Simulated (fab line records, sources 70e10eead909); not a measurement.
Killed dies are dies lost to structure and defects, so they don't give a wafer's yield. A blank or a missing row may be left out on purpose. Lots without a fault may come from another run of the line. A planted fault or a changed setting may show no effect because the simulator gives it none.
A struck lot beside a sound one | flow nand_harc | 33 steps out of a route of 1302
Sound: wafers L614.3, L614.5, L614.6. Struck: wafers L621.1, L621.4. (L621.3 of the same lot was not struck and is left out.) The cause comes at the end.
At each step with rows: each side's tool, then ch and its chambers, then its first start. Under that, the readings that differ: sound wafers | struck wafers | difference of the means | sigmas: that difference in standard deviations of wafers without a fault.
alike: readings whose means differ by less than 2 such deviations, and words and numbers that are the same on both sides. not compared: withheld readings, readings that some wafer has no value for, bounds like >300 that may hide the same value, and numbers for which the record gives no deviation and whose values overlap.
The two part at a step that has a row with sigmas, a row that says differs or no value, or rows on one side only. Numbers that don't overlap but have no deviation are shown without sigmas and don't part them. A reading that every wafer of one side lacks parts them only if that side has two wafers or more.

first, 3 steps without rows for these wafers: NHARC_A_CHANNEL_HOLE_D1_EXPOSE_07 (exposes mask HOLE D1, target cd 100 nm); NHARC_A_CHANNEL_HOLE_D1_PEB_08 (peb time 65 s); NHARC_A_CHANNEL_HOLE_D1_DEVELOP_09 (develop time 35 s).
NHARC_A_CHANNEL_HOLE_D1_CD_MEAS_10: target cd 100 nm.
  sound on cd_sem-02 ch 0, day 12 09:20; struck on cd_sem-01 ch 0, day 15 09:14
  alike: cd_nm
NHARC_A_CHANNEL_HOLE_D1_OVL_MEAS_11:
  sound on overlay-01, day 12 09:25; struck on overlay-02, day 15 09:20
  reading           | sound       | struck    | difference | sigmas
  overlay_x_nm (nm) | 0.8 0.7 0.5 | -1.1 -0.8 | -1.6       | -2
  alike: overlay_y_nm
NHARC_A_CHANNEL_HOLE_D1_INSPECT_12:
  sound on defect_inspect-02, day 12 09:28; struck on defect_inspect-01, day 15 09:22
  alike: raw_defect_count
NHARC_A_CHANNEL_HOLE_D1_DESCUM_15: chemistry O2, time 3 s.
  sound on rie_diel-08 ch 2,3, day 12 09:31; struck on rie_diel-08 ch 2,3, day 15 09:25
  alike: drypump_motor_current_A, oes_product_au, rf_vpp_V, showerhead_plenum_p_Torr, throttle_valve_pct
  not compared: rf_hours_counter_h
then, 3 steps without rows for these wafers: NHARC_A_CHANNEL_HOLE_D1_ETCH_38 (etches the open film in CF4, target depth 39 nm, time 65 s); NHARC_A_CHANNEL_HOLE_D1_ETCH_39 (etches the open film in N2/H2, target depth 260 nm, time 325 s); NHARC_A_CHANNEL_HOLE_D1_ETCH_34 (etches the open film in CF4/CHF3, target depth 154 nm, time 77 s).
NHARC_A_CHANNEL_HOLE_D1_ETCH_16: etches the open film in O2/COS, target depth 3100 nm, time 806 s.
  sound on rie_diel-08 ch 0,2,3; struck on rie_diel-08 ch 0,2
  alike: bias_w, drypump_motor_current_A, oes_product_au, rf_vpp_V, showerhead_plenum_p_Torr, throttle_valve_pct
  not compared: rf_hours_counter_h
NHARC_A_CHANNEL_HOLE_D1_CD_MEAS_18:
  sound on cd_sem-03, day 12 10:38; struck on cd_sem-02, day 15 10:32
  alike: cd_nm
NHARC_A_CHANNEL_HOLE_D1_ETCH_19: etches the open film in C4F8/O2/Ar, time 34.5 s.
  sound on har_etch-01 ch 0,1, day 12 14:29; struck on har_etch-01 ch 1, day 15 12:34
  alike: drypump_motor_current_A, showerhead_plenum_p_Torr, throttle_valve_pct
  not compared: rf_hours_counter_h
then, 4 steps without rows for these wafers: NHARC_A_CHANNEL_HOLE_D1_ETCH_20 (etches the open film in C4F8/O2/Ar, time 361.9 s, target depth 1600 nm); NHARC_A_CHANNEL_HOLE_D1_ETCH_21 (etches the open film in C4F8/O2/Ar, time 514.3 s, target depth 1600 nm); NHARC_A_CHANNEL_HOLE_D1_ETCH_22 (etches the open film in C4F8/O2/Ar, time 666.7 s, target depth 1600 nm); NHARC_A_CHANNEL_HOLE_D1_ETCH_23 (etches the open film in C4F8/O2/Ar, time 819 s, target depth 1600 nm).
NHARC_A_CHANNEL_HOLE_D1_ETCH_24: etches the open film in C4F8/O2/Ar, time 906.2 s, target depth 1500 nm.
  sound on har_etch-01 ch 0,1, day 12 16:51; struck on har_etch-01 ch 1, day 15 14:49
  alike: drypump_motor_current_A, showerhead_plenum_p_Torr, throttle_valve_pct
  not compared: rf_hours_counter_h
then, 2 steps without rows for these wafers: NHARC_A_CHANNEL_HOLE_D1_ETCH_25 (etches the open film in C4F8/O2/Ar, time 1040.2 s, target depth 1500 nm); NHARC_A_CHANNEL_HOLE_D1_ETCH_26 (etches the open film in C4F8/O2/Ar, time 224.1 s, target depth 300 nm).
NHARC_A_CHANNEL_HOLE_D1_ETCH_33: etches the open film in C4F8/O2/Ar, time 90 s, target depth 400 nm.
  sound on har_etch-01 ch 0,1, day 12 18:31; struck on har_etch-01 ch 1, day 15 16:34
  alike: drypump_motor_current_A, showerhead_plenum_p_Torr, throttle_valve_pct
  not compared: rf_hours_counter_h
then, 7 steps without rows for these wafers: NHARC_A_CHANNEL_HOLE_D1_STRIP_41 (strips in N2/H2); NHARC_A_CHANNEL_HOLE_D1_STRIP_42 (strips in CF4/CHF3); NHARC_A_CHANNEL_HOLE_D1_STRIP_43 (strips in O2/COS); NHARC_A_CHANNEL_HOLE_D1_ETCH_44 (etches the open film in CF4/O2, target depth 140 nm, overetch 14 nm, time 77 s); NHARC_A_CHANNEL_HOLE_D1_STRIP_27 (strips in O2); NHARC_A_CHANNEL_HOLE_D1_PRECLEAN_28 (cleans in SC1); NHARC_A_CHANNEL_HOLE_D1_SRD_29.
NHARC_A_CHANNEL_HOLE_D1_CD_MEAS_30:
  sound on cd_sem-01, day 12 20:10; struck on cd_sem-01, day 15 18:05
  alike: cd_nm
NHARC_A_CHANNEL_HOLE_D1_XSEM_31:
  sound on xsem-01 ch 0, day 12 20:14; struck on xsem-02 ch 0, day 15 18:10
  alike: bot_cd_nm, bow_nm, tilt_deg
NHARC_A_CHANNEL_HOLE_D1_INSPECT_40:
  sound on defect_inspect-02, day 12 20:20; struck on defect_inspect-02, day 15 18:16
  reading          | sound    | struck    | difference | sigmas
  raw_defect_count | 47 50 47 | 1434 1438 | +1388      | +60
then, 1 step without rows for these wafers: NHARC_A_CHANNEL_FILL_D1_PRECLEAN_00 (cleans in SC1).
-- the record jumps here: 16 days lie between the struck wafers' starts before and after (it left off in module A_CHANNEL_FILL_D1 and takes up again in module END, whose first step shown is number 1302 of the route) --
NHARC_END_SORT_01:
  the record has rows for the struck wafers here (prober-02 ch 0, day 31 14:29) and none for the sound ones

WHERE THEY PART
First at NHARC_A_CHANNEL_HOLE_D1_OVL_MEAS_11; last, within this record, at NHARC_END_SORT_01.

WHY: what the simulator had put in
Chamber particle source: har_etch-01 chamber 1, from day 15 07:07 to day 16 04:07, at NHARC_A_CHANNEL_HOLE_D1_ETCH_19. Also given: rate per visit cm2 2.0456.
